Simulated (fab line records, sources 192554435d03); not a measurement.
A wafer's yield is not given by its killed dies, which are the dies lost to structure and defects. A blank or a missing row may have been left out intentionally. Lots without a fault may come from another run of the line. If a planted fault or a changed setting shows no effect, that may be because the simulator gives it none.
Struck lot and sound lot, side by side ; flow n5 finfet ; 27 out of 1938 route steps
Sound: these wafers, L429.2, L429.4, L429.6. Wafers L432.2, L432.4, L432.5 were the ones struck. The cause comes at the end.
Each step with rows lists, per side, the tool, then ch with its chambers, then its first start. Under that, the readings that differ: sound wafers ; struck wafers ; difference of the means ; sigmas: that difference in standard deviations of wafers without a fault.
alike: a reading whose means differ by less than 2 such deviations, as well as words and numbers matching on both sides. not compared: withheld readings; readings where some wafer has no value; bounds like >300 that might hide an equal value; numbers whose values overlap and for which the record gives no deviation.
A row with sigmas, a row that says differs or no value, or rows on one side alone: a step with any of these is where the two part. Non-overlapping numbers with no deviation appear without sigmas and do not part them. Lack of a reading on every wafer of one side parts them only where that side has two or more wafers.

N5_BEOL_M1_PRE_CLEAN_60: time 15 s.
  sound on cvd co-02 ch 0,2, day 10 19:31; struck on cvd co-01 ch 1,2, day 10 22:03
  alike: heater power w
N5_BEOL_M1_CO_CAP_55: material Co, precursor CCTBA/H2, target thk 2 nm, time 102.1 s.
  sound on cvd co-02 ch 0,2, day 10 19:33; struck on cvd co-01 ch 1,2, day 10 22:05
  alike: heater power w
then, 1 step without rows for these wafers: N5_BEOL_M1_PRE_CLEAN_56 (time 15 s).
N5_BEOL_M1_DEP_57: deposits SiCN from 3MS/NH3, target thk 8 nm, time 14 s.
  sound on pecvd-04 ch 0,2, day 10 19:40; struck on pecvd-04 ch 1,2, day 10 22:13
  alike: showerhead plenum p Torr, throttle valve pct
N5_BEOL_M1_RS_MEAS_58: measurement is done with a four-point probe.
  sound on film metro-02, day 10 19:44; struck on film metro-02, day 10 22:18
  alike: M1_RS
N5_BEOL_M1_INSPECT_59: inspects for defects (darkfield).
  sound on defect inspect-02, day 10 19:46; struck on defect inspect-02, day 10 22:20
  alike: raw defect count
N5_BEOL_M2_ILD_DEP_00: deposits SiOC from DEMS/O2, target thk 79 nm, time 15.3 s.
  sound on pecvd-02 ch 0,1,2, day 10 19:48; struck on pecvd-04 ch 1,2, day 10 22:22
  alike: heater power w, showerhead plenum p Torr, throttle valve pct
N5_BEOL_M2_THK_MEAS_01:
  sound on film metro-02, day 10 19:52; struck on film metro-02, day 10 22:27
  alike: M2_ILD_THK
then, 4 steps without rows for these wafers: N5_BEOL_M2_PECVD_72 (deposits SiO2 from TEOS/O2, target thk 16 nm, time 18 s); N5_BEOL_M2_HM_DEP_02 (deposits TiN, target thk 20 nm); N5_BEOL_M2_COAT_61 (time 60 s, resist thk 60 nm); N5_BEOL_M2_COAT_62 (time 60 s, resist thk 12 nm).
N5_BEOL_M2_COAT_73: time 60 s, resist thk 5 nm.
  sound on litho track-02 ch 0, day 10 21:24; struck on litho track-02 ch 0, day 11 00:19
reading;sound;struck;difference;sigmas
spin speed rpm (rpm);1499.7 1500.5 1499.2;1710.1 1709.4 1707.8;+209.3;+99 or more
model.underlayer_of_BEOL_M2_COAT_73.thk nm (nm);5 5 5;4.6 4.8 4.8;-0.3;
  alike: heater power total W
then, 6 steps without rows for these wafers: N5_BEOL_M2_COAT_05 (resist thk 30 nm); N5_BEOL_M2_EBR_07; N5_BEOL_M2_SOFTBAKE_06 (time 60 s); N5_BEOL_M2_EXPOSE_08 (exposes mask M2); N5_BEOL_M2_PEB_09 (peb time 60 s); N5_BEOL_M2_DEVELOP_10 (develop time 30 s).
N5_BEOL_M2_CD_MEAS_11: the cd target is 16.79 nm.
  sound on cd sem-01 ch 0, day 10 21:47; struck on cd sem-01 ch 0, day 11 00:35
  alike: cd nm
N5_BEOL_M2_OVL_MEAS_12:
  sound on overlay-02 ch 0, day 10 21:49; struck on overlay-01 ch 0, day 11 00:37
  alike: M2_OVL
N5_BEOL_M2_INSPECT_13: inspects for defects (brightfield).
  sound on defect inspect-01, day 10 21:52; struck on defect inspect-01, day 11 00:40
  alike: raw defect count
then, 1 step without rows for these wafers: N5_BEOL_M2_DESCUM_16 (chemistry O2, time 7 s).
N5_BEOL_M2_ETCH_74: etches underlayer in N2/H2, target depth 6.5 nm, time 5.2 s.
  sound on rie diel-02 ch 0,3, day 10 21:57; struck on rie diel-06 ch 0,2,3, day 11 01:07
reading;sound;struck;difference;sigmas
etch rf on time s (s);5.20 5.29 5.30;4.74 4.85 4.65;-0.52;-4
model.etch.depth nm (nm);5.003 5.005 5.009;4.692 4.703 4.71;-0.304;
  alike: bias w, drypump motor current A, oes product au, rf vpp V, showerhead plenum p Torr, throttle valve pct
  not compared: rf hours counter h
N5_BEOL_M2_ETCH_63: etches SiARC in CF4, target depth 15.6 nm, time 26 s.
  sound on rie diel-02 ch 0,3, day 10 21:58; struck on rie diel-06 ch 0,2,3, day 11 01:07
  alike: bias w, drypump motor current A, etch rf on time s, oes product au, rf vpp V, showerhead plenum p Torr, throttle valve pct
  not compared: rf hours counter h
N5_BEOL_M4_RC_MEAS_101:
  sound on prober-01 ch 0, day 12 15:16; struck on prober-01 ch 0, day 13 00:40
  alike: DIBL_N, DIBL_P, IOFF_N, IOFF_P, ION_N, ION_P, SS_N, SS_P, VT_N, VT_P
-- here the record skips 5 days between the struck wafers' starts before and after, leaving off in module BEOL_M4 and picking up in module PASSIVATION (first step shown: number 1936 of the route) --
N5_PASSIVATION_PROBE_49:
  sound on prober-02, day 17 11:46; struck on prober-02, day 17 15:57
reading;sound;struck;difference;sigmas
killed at contacts;5;11 18 24;+13;+2
killed open;42;54 85 69;+27;+2
sort_bin_5_function (%);3.2;5.1 6.6 4.7;+2.3;+2
  alike: defect limited yield, killed_at_M0_to_M3, killed_at_M4_up, killed at front end, killed at other, killed dies, killed short, sort_bin_6_memory, sort n pass, sort yield pct

== WHERE THEY PART ==
First at N5_BEOL_M2_COAT_73; last, within this record, at N5_PASSIVATION_PROBE_49.

WHY: whatever the simulator had introduced
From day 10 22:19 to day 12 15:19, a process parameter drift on litho track-02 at N5_BEOL_M2_COAT_73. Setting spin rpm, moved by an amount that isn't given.
